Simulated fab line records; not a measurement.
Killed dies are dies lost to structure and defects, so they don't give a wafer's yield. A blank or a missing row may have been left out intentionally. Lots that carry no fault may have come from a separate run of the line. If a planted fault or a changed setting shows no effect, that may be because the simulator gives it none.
fab line records -- flow n5Finfet
[record] lots = 4, wafers = 10, lastDay = 17
route steps=1938 shown DUMMY_GATE@255 SPACER0@258 SD_EPI_N@262 BEOL_M4@1111
lots with no fault: from the same line, run without faults
startH: hours from the record's first day to the start of the lot's first wafer shown -- waitH: hours since the lot's step before -- " as in the row above -- L1.1+2: one row covering several wafers at once -- - value missing, or start not given -- * or withheld: withheld -- < > ~ a bound
route shown NAME@n: a module of which the file shows steps, and the number in the route of the first -- usual: the fault-free wafers' mean and standard deviation -- same: alike in all rows -- chamber/n: place in a boat -- sites: readings site by site -- _std_site: the standard deviation of these -- _edge_site: the outer-site mean with the inner-site mean subtracted -- radiusMm: for every site, how far away it sits from the centre of the wafer -- mask NAME#n: copy n -- behind: the tool/chamber that last shaped the wafer -- hold: why the lot went on hold/how many hours it stayed there/how the hold came to an end -- device: names the non-switching transistor (n, p or np) -- end of line: tests run on the same wafers once the route is complete -- a step with no rows: only its recipe -- killed: the dies lost at the first sort to structure and to defects; this is not the yield of the wafer -- map: dies across one wafer; x = killed, . = not, _ = none there
set.NAME: the setting that was run; set.NAME@STEP: the one run at that earlier step -- model.NAME: the simulator's own value behind a step, which no gauge read
lots seen at some steps along the route; tables by step, rows by wafer
services: from which hour (startH, from the record's first day; less than 0 if before it) a tool's chamber was out of use, for how many hours, and why
[[steps]]
[step N5_DUMMY_GATE_SRD_26]
[recipe] dry = ipaMarangoni, timeS = 30, tempC = 23, rinseLiquid = diw
[step N5_DUMMY_GATE_UV_OZONE_45]
[recipe] timeS = 120, pressureTorr = 760, tempC = 25
[step N5_SPACER0_ALD_07]
[recipe] material = SiNx, targetThkA = 20, tempC = 400, aldPrecursorFamily = SiH2I2, aldCoReactant = N2/H2-plasma, pressureTorr = 2
[step N5_SPACER0_ALD_00]
[recipe] material = SiOCN, targetThkA = 35, tempC = 400, aldPrecursorFamily = alkyl-aminosilane, aldCoReactant = O2/N2-plasma, pulseTimeS = 3, purgeTimeS = 2, coReactantPurgeTimeS = 2, aldCycles = 58, pressureTorr = 2
[step N5_SPACER0_ALD_08]
[recipe] material = SiNx, targetThkA = 20, tempC = 400, aldPrecursorFamily = SiH2I2, aldCoReactant = N2/H2-plasma, pressureTorr = 2
[step N5_SD_EPI_N_COAT_32]
[recipe] resist = SOC, tempC = 250, timeS = 60, spinRpm = 1500, resistThkNm = 350
[step N5_SD_EPI_N_COAT_33]
[recipe] resist = SiARC, tempC = 220, timeS = 60, spinRpm = 1500, resistThkNm = 35
[step N5_SD_EPI_N_COAT_03]
[recipe] resist = CAR-ArF-block, spinRpm = 1500, resistThkNm = 150
[step N5_SD_EPI_N_EBR_05]
[recipe] solvent = PGMEA, ebrWidthMm = 1.5
[step N5_SD_EPI_N_SOFTBAKE_04]
[recipe] tempC = 110, timeS = 60, resist = CAR-ArF-block
[step N5_SD_EPI_N_EXPOSE_06]
[recipe] maskId = SD_N_BLK, na = 1.35, sourceShape = conventional, sigmaOuter = 0.8, polarization = unpolarized, targetCdNm = 120, doseMj = 39.75
[usual] reticleTempC = 23.00/0.1
lot.wafer,tool,chamber,startH,waitH,mask,reticleTempC
L657.2,arfiScanner-01,0,97.10,-,SD_N_BLK#0,22.96
L657.3,arfiScanner-01,0,97.10,-,SD_N_BLK#0,22.98
L657.5,arfiScanner-01,0,97.10,-,SD_N_BLK#0,23.07
L659.2,arfiScanner-01,0,109.12,-,SD_N_BLK#0,23.22
L659.3,arfiScanner-01,0,109.12,-,SD_N_BLK#0,22.96
L660.3,arfiScanner-01,0,119.50,-,SD_N_BLK#0,22.96
L660.5,arfiScanner-01,0,119.50,-,SD_N_BLK#0,22.96
L671.1,arfiScanner-02,0,183.00,-,SD_N_BLK#0,23.15
L671.4,arfiScanner-02,0,183.00,-,SD_N_BLK#0,23.20
L671.5,arfiScanner-02,0,183.00,-,SD_N_BLK#0,23.19
[step N5_SD_EPI_N_PEB_07]
[recipe] pebTempC = 110, pebTimeS = 60, resist = CAR-ArF-block
[step N5_SD_EPI_N_DEVELOP_08]
[recipe] developTimeS = 30, developer = TMAH, resist = CAR-ArF-block, devTempC = 23, rinseLiquid = diw, dry = airSpin
[step N5_SD_EPI_N_CD_MEAS_09]
[recipe] targetCdNm = 120, landingEnergyEv = 500, detector = seInlens
[usual] cdNm = 119.8/0.72
lot.wafer,tool,chamber,startH,waitH,cdNm
L657.2,cdSem-03,0,97.22,-,119.1
L657.3,cdSem-03,0,97.22,-,119.2
L657.5,cdSem-03,0,97.22,-,118.8
L659.2,cdSem-01,0,109.24,-,121.7
L659.3,cdSem-01,0,109.24,-,121.5
L660.3,cdSem-02,0,119.62,-,122.1
L660.5,cdSem-02,0,119.62,-,120.2
L671.1,cdSem-01,0,183.13,-,120.0
L671.4,cdSem-01,0,183.13,-,120.5
L671.5,cdSem-01,0,183.13,-,120.3
[step N5_SD_EPI_N_DESCUM_14]
[recipe] chemistry = O2, timeS = 7.9, sourcePowerW = 50, biasPowerW = 20, pressureMtorr = 20, rfFrequencyHz = 2.712e+07, tempC = 40, resist = CAR-ArF-block, o2FlowSccm = 225
[usual] drypumpMotorCurrentA = 5.9/0.54, oesProductAu = 0.78/0.084, rfVppV = 243.3/1.5, showerheadPlenumPTorr = 2.10/0.07, tempC = 39.99/0.11, throttleValvePct = 20.46/0.24
lot.wafer,tool,chamber,startH,waitH,drypumpMotorCurrentA,oesProductAu,rfHoursCounterH,rfVppV,showerheadPlenumPTorr,tempC,throttleValvePct,model.SD_EPI_N.cdNm
L657.2,rieDiel-06,2,97.45,0.2,5.9,0.75,130,240.3,2.02,39.92,20.20,119.2
L657.3,rieDiel-06,1,97.45,0.2,5.7,0.77,112,244.0,2.20,40.06,20.79,119.4
L657.5,rieDiel-06,2,97.45,0.2,5.9,0.75,-,243.0,2.02,39.99,20.22,118.8
L659.2,rieDiel-06,3,109.86,0.6,4.9,0.82,67,244.4,2.12,39.88,20.46,121.2
L659.3,rieDiel-06,2,109.86,0.6,6.0,0.75,134,240.4,2.01,40.06,20.23,-
L660.3,rieDiel-04,2,119.71,0.0,5.8,0.87,44,241.9,2.05,39.89,20.46,122.2
L660.5,rieDiel-04,0,119.71,0.0,6.5,0.69,-,243.1,2.08,40.05,20.64,120
L671.1,rieDiel-06,1,183.22,0.0,5.7,0.74,142,245.2,2.19,39.96,20.83,120
L671.4,rieDiel-06,3,183.22,0.0,4.9,0.81,93,242.8,2.11,39.96,20.51,120.6
L671.5,rieDiel-06,3,183.22,0.0,4.9,0.80,-,244.4,2.11,39.94,20.49,120
[step N5_SD_EPI_N_ETCH_34]
[recipe] chemistry = CF4, target = SiARC, targetDepthA = 455, maskMaterial = CAR-ArF-block, timeS = 75.8, ionEnergyEv = 80, pressureMtorr = 40, sourceW = 545, biasW = 36, Ar_flow_sccm = 100, cf4FlowSccm = 100, ends = cleared
[step N5_SD_EPI_N_ETCH_35]
[recipe] chemistry = N2/H2, target = SOC, overetchA = 1080, maskMaterial = SiARC, tempC = 40, ionEnergyEv = 100, sourceW = 3000, biasW = 133, pressureMtorr = 20, timeS = 486, n2FlowSccm = 200, h2FlowSccm = 200
[step N5_SD_EPI_N_STRIP_36]
[recipe] chemistry = N2/H2, tempC = 40, n2FlowSccm = 200, h2FlowSccm = 200, rfFrequencyHz = 6e+07
[step N5_SD_EPI_N_ETCHBACK_44]
[recipe] chemistry = CH3F/O2, mode = anisotropicEtchback, target = SiNx, targetDepthA = 145, stopOn = SiO2, overEtchFrac = 0.3, ionEnergyEv = 120, pressureMtorr = 30, sourceW = 395, biasW = 73, Ar_flow_sccm = 150, CH3F_flow_sccm = 30, O2_flow_sccm = 20
[step N5_SD_EPI_N_ETCH_45]
[recipe] chemistry = CH3F/O2, target = SiOCN, targetDepthA = 60, maskMaterial = SOC, ionEnergyEv = 60, biasW = 29, pressureMtorr = 15, sourceW = 410, Ar_flow_sccm = 150, CH3F_flow_sccm = 30, O2_flow_sccm = 20
[step N5_SD_EPI_N_ETCH_16]
[recipe] chemistry = CHF3/O2, target = SiO2, targetDepthA = 50, maskMaterial = SOC, pressureMtorr = 30, sourceW = 650, biasW = 170, Ar_flow_sccm = 200, CHF3_flow_sccm = 50, O2_flow_sccm = 5, ionEnergyEv = 200
[step N5_SD_EPI_N_STRIP_47]
[recipe] chemistry = CHF3/O2, resist = SiARC, rfFrequencyHz = 6e+07
[step N5_SD_EPI_N_SD_RECESS_17]
[recipe] chemistry = HBr/Cl2/O2, targetDepthA = 410, maskMaterial = SOC, timeS = 23.7, btTimeS = 3, pressureMtorr = 10, icpW = 800, biasW = 112, HBr_flow_sccm = 150, Cl2_flow_sccm = 80, O2_flow_sccm = 12
[usual] drypumpMotorCurrentA = 5.8/0.56, oesProductAu = 0.993/0.02, throttleValvePct = 36.88/0.19
lot.wafer,tool,chamber,startH,waitH,drypumpMotorCurrentA,oesProductAu,rfHoursCounterH,throttleValvePct,model.SD_EPI_N.cdNm
L657.2,rieSi-04,2,98.14,0.0,4.9,1.000,8,36.77,118.4
L657.3,rieSi-04,1,98.14,0.0,5.4,0.973,198,37.03,118.8
L657.5,rieSi-04,2,98.14,0.0,4.9,1.014,-,36.77,118.6
L659.2,rieSi-04,2,110.54,0.0,4.9,0.995,8,36.79,122
L659.3,rieSi-04,0,110.54,0.0,6.5,0.968,63,36.72,120.8
L660.3,rieSi-02,3,120.40,0.0,6.2,0.998,139,37.20,122.4
L660.5,rieSi-02,1,120.40,0.0,5.7,1.022,-,36.87,120.2
L671.1,rieSi-04,3,183.90,0.0,6.4,0.981,90,36.80,119.2
L671.4,rieSi-04,2,183.90,0.0,4.9,1.001,10,36.78,121.2
L671.5,rieSi-04,3,183.90,0.0,6.4,0.990,-,36.82,120.2
[step N5_SD_EPI_N_STRIP_38]
[recipe] chemistry = N2/H2, powerW = 1000, tempC = 250, h2Frac = 0.65, overashFraction = 0.3, pressureMtorr = withheld, n2FlowSccm = 1750, h2FlowSccm = 3250
[step N5_BEOL_M4_RC_MEAS_101]
[usual] DIBL_N = 36.3/1, DIBL_P = 36.2/1.4, IOFF_N = 0.157/0.021, IOFF_P = 0.206/0.025, ION_N = 673/9, ION_P = 461/6.4, SS_N = 71.5/0.5, SS_P = 73.2/0.47, VT_N = 249.9/2.4, VT_P = -250.6/2.9
lot.wafer,tool,chamber,startH,waitH,DIBL_N[mV/V],DIBL_P[mV/V],IOFF_N[nA/um],IOFF_P[nA/um],ION_N[uA/um],ION_P[uA/um],SS_N[mV/dec],SS_P[mV/dec],VT_N[mV],VT_P[mV]
L657.2,prober-02,0,206.60,0.2,35.1,34.1,0.125,0.161,655,444,71.0,72.9,256.7,-255.4
L657.3,prober-02,0,206.60,0.2,37.0,36.5,0.158,0.193,686,465,71.8,73.1,249.2,-253.4
L657.5,prober-02,0,206.60,0.2,37.7,36.6,0.166,0.201,666,456,71.8,73.0,249.7,-252.3
L659.2,prober-02,0,214.98,0.2,37.3,36.1,0.148,0.201,665,454,72.1,73.3,251.6,-252.4
L659.3,prober-02,0,214.98,0.2,35.7,34.6,0.132,0.177,668,458,71.7,72.9,250.7,-251.9
L660.3,prober-01,0,234.20,0.3,35.2,35.3,0.140,0.192,667,462,71.3,73.0,250.2,-251.0
L660.5,prober-01,0,234.20,0.3,37.2,37.3,0.179,0.237,681,470,71.3,73.4,247.5,-245.6
L671.1,prober-02,0,301.67,0.0,37.1,37.4,0.172,0.208,676,463,71.5,73.3,251.2,-251.8
L671.4,prober-02,0,301.67,0.0,36.7,36.5,0.165,0.203,674,458,71.5,73.2,250.1,-251.7
L671.5,prober-02,0,301.67,0.0,35.8,36.0,0.148,0.184,675,456,71.2,74.2,251.8,-252.5
[[services]]
tool,chamber,startH,hours,kind
rieSi-02,1,74.50,3.2,repair
arfiScanner-01,-,85.35,1.0,pm
arfiScanner-02,-,85.60,1.1,repair
arfiScanner-02,-,92.66,2.4,repair
rieDiel-04,0,96.47,9.4,repair
rieDiel-04,1,108.49,18.2,repair
arfiScanner-02,-,110.88,1.3,pm
rieSi-04,1,112.30,-,clean
rieSi-04,1,112.30,27.5,scheduledDown
rieSi-04,1,112.30,27.5,ventCycle
arfiScanner-02,-,129.44,0.7,repair
arfiScanner-01,0,129.98,-,calibration
arfiScanner-02,0,139.43,-,calibration
rieDiel-04,1,151.30,-,clean
rieDiel-04,1,151.30,-,consumableReplace:focusRing
rieDiel-04,1,151.30,20.6,scheduledDown
rieDiel-04,1,151.30,20.6,ventCycle
rieDiel-06,2,154.30,2.7,repair
arfiScanner-02,-,158.47,1.0,pm
arfiScanner-01,-,169.71,0.8,pm
arfiScanner-02,-,176.05,0.8,pm
[[key]]
[firstSign] step = N5_SD_EPI_N_CD_MEAS_09, reading = cdNm, direction = up, sigmas = 2.8, usual = 119.8, struck = 121.8
effect none on later readings
[modelEffect] step = N5_SD_EPI_N_DESCUM_14, value = SD_EPI_N.cdNm, without = 119.9, struck = 121.7
[modelEffect] step = N5_SD_EPI_N_SD_RECESS_17, value = SD_EPI_N.cdNm, without = 120, struck = 121.7
metAt N5_SD_EPI_N_EXPOSE_06
struckWafers L659.2,L659.3,L660.3
onsetBetween 97.10 109.12
[fault] kind = processParameterDrift, tool = arfiScanner-01, chamber = -, onsetH = 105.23, steps = N5_SD_EPI_N_EXPOSE_06, channel = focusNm, offset = 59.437, shape = step, endH = 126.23, scope = struckWafersOnly
